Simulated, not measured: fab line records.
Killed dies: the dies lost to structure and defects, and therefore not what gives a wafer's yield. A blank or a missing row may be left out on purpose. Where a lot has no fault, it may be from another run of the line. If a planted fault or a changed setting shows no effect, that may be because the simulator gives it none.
Tool commonality check / flow nand_harc / Sampled: 3 lots, 9 wafers

== WHAT PROMPTED THE OPENING ==
At NHARC_END_SORT_01 the reading killed_at_periphery is flagged on 1 of 3 lots. Fault-free wafers read 3.4, with a standard deviation of 2.7.
Rule: flag the lot when none of its wafers has a number, or when each of its wafers that has one lies beyond 4 standard deviations from that mean. All remaining lots are regarded as sound.

lot=L482; measured=day 18 20:31; on=prober-01; killed_at_periphery, wafer by wafer=3 1 1; flag=
lot=L489; measured=day 20 17:53; on=prober-02; killed_at_periphery, wafer by wafer=668 660 659; flag=FLAGGED
lot=L499; measured=day 24 20:17; on=prober-01; killed_at_periphery, wafer by wafer=2 1 2; flag=
The numbers of the flagged lots are 662.3 on average: +658.9 against the usual, or +99 or more standard deviations.

== EACH LOT AND THE TOOL IT RAN ON ==
4 process steps preceding the reading are held in the record, out of 1159 steps in the route. In each cell: the tool, then ch and the chambers that the sampled wafers went through, then the start.
lot=L482; flag=; NHARC_P_ZERO_WELL_EXPOSE_21=krf_scanner-02 ch 0, day 1 14:26; NHARC_P_ZERO_WELL_DESCUM_39=rie_diel-03 ch 1,2,3, day 1 16:24; NHARC_P_ZERO_WELL_RTA_42=rtp_anneal-01 ch 0, day 1 19:02; NHARC_P_STI_ETCH_42=rie_diel-10 ch 1,2,3, day 2 13:55
lot=L489; flag=FLAGGED; NHARC_P_ZERO_WELL_EXPOSE_21=krf_scanner-02 ch 0, day 3 08:26; NHARC_P_ZERO_WELL_DESCUM_39=rie_diel-02 ch 0,1,3, day 3 10:17; NHARC_P_ZERO_WELL_RTA_42=rtp_anneal-01 ch 0, day 3 12:56; NHARC_P_STI_ETCH_42=no row
lot=L499; flag=; NHARC_P_ZERO_WELL_EXPOSE_21=krf_scanner-03 ch 0, day 5 20:23; NHARC_P_ZERO_WELL_DESCUM_39=rie_diel-12 ch 1,2, day 5 22:13; NHARC_P_ZERO_WELL_RTA_42=rtp_anneal-02 ch 0, day 6 01:06; NHARC_P_STI_ETCH_42=rie_diel-06 ch 0,2, day 6 21:56
What the steps here do:
- NHARC_P_ZERO_WELL_EXPOSE_21: exposes mask P NWELL, target cd 720 nm.
- NHARC_P_ZERO_WELL_DESCUM_39: chemistry O2, time 3 s.
- NHARC_P_ZERO_WELL_RTA_42: time 300 s.
- NHARC_P_STI_ETCH_42: etches the open film in N2/H2, target depth 80 nm, overetch 24 nm, time 61 s.
- NHARC_END_SORT_01

== FLAGGED OVER TOTAL, TOOL BY TOOL (the gauges that took the reading come last) ==
step=NHARC_P_ZERO_WELL_EXPOSE_21; tool=krf_scanner-02; lots run=2; flagged=1; share of the flagged lots=all; sound lots run after its first flagged lot=0
step=NHARC_P_ZERO_WELL_EXPOSE_21; tool=krf_scanner-03; lots run=1; flagged=0; share of the flagged lots=none; sound lots run after its first flagged lot=-
step=NHARC_P_ZERO_WELL_DESCUM_39; tool=rie_diel-02; lots run=1; flagged=1; share of the flagged lots=all; sound lots run after its first flagged lot=0
step=NHARC_P_ZERO_WELL_DESCUM_39; tool=rie_diel-03; lots run=1; flagged=0; share of the flagged lots=none; sound lots run after its first flagged lot=-
step=NHARC_P_ZERO_WELL_DESCUM_39; tool=rie_diel-12; lots run=1; flagged=0; share of the flagged lots=none; sound lots run after its first flagged lot=-
step=NHARC_P_ZERO_WELL_RTA_42; tool=rtp_anneal-01; lots run=2; flagged=1; share of the flagged lots=all; sound lots run after its first flagged lot=0
step=NHARC_P_ZERO_WELL_RTA_42; tool=rtp_anneal-02; lots run=1; flagged=0; share of the flagged lots=none; sound lots run after its first flagged lot=-
step=NHARC_P_STI_ETCH_42; tool=rie_diel-06; lots run=1; flagged=0; share of the flagged lots=none; sound lots run after its first flagged lot=-
step=NHARC_P_STI_ETCH_42; tool=rie_diel-10; lots run=1; flagged=0; share of the flagged lots=none; sound lots run after its first flagged lot=-
step=NHARC_END_SORT_01; tool=prober-01; lots run=2; flagged=0; share of the flagged lots=none; sound lots run after its first flagged lot=-
step=NHARC_END_SORT_01; tool=prober-02; lots run=1; flagged=1; share of the flagged lots=all; sound lots run after its first flagged lot=0

== WHAT THE TABLE ALLOWS ==
4 rows of the table ran every flagged lot: krf_scanner-02 at NHARC_P_ZERO_WELL_EXPOSE_21, rie_diel-02 at NHARC_P_ZERO_WELL_DESCUM_39, rtp_anneal-01 at NHARC_P_ZERO_WELL_RTA_42, prober-02 at NHARC_END_SORT_01.
- krf_scanner-02 at NHARC_P_ZERO_WELL_EXPOSE_21 ran 2 lots, 1 of them flagged. It ran its last sound lot, L482, at day 1 14:26 and its first flagged lot, L489, at day 3 08:26: a fault with its onset between the two fits.
- rie_diel-02 at NHARC_P_ZERO_WELL_DESCUM_39: 1 of its 1 lot flagged. In this sample it ran no sound lot ahead of its first flagged lot, so there is no way to narrow down the start.
- rtp_anneal-01 at NHARC_P_ZERO_WELL_RTA_42 ran 2 lots, 1 of them flagged. It ran its last sound lot, L482, at day 1 19:02 and its first flagged lot, L489, at day 3 12:56: a fault with its onset between the two fits.
- prober-02 at NHARC_END_SORT_01: 1 of its 1 lot flagged. In this sample it ran no sound lot ahead of its first flagged lot, so there is no way to narrow down the start.
Because each of these 4 tools fits a fault that began at some hour, counting lots does not separate them. More lots, or a look at what each step does to the wafer, might.

== WHAT THE SIMULATOR PUT IN ==
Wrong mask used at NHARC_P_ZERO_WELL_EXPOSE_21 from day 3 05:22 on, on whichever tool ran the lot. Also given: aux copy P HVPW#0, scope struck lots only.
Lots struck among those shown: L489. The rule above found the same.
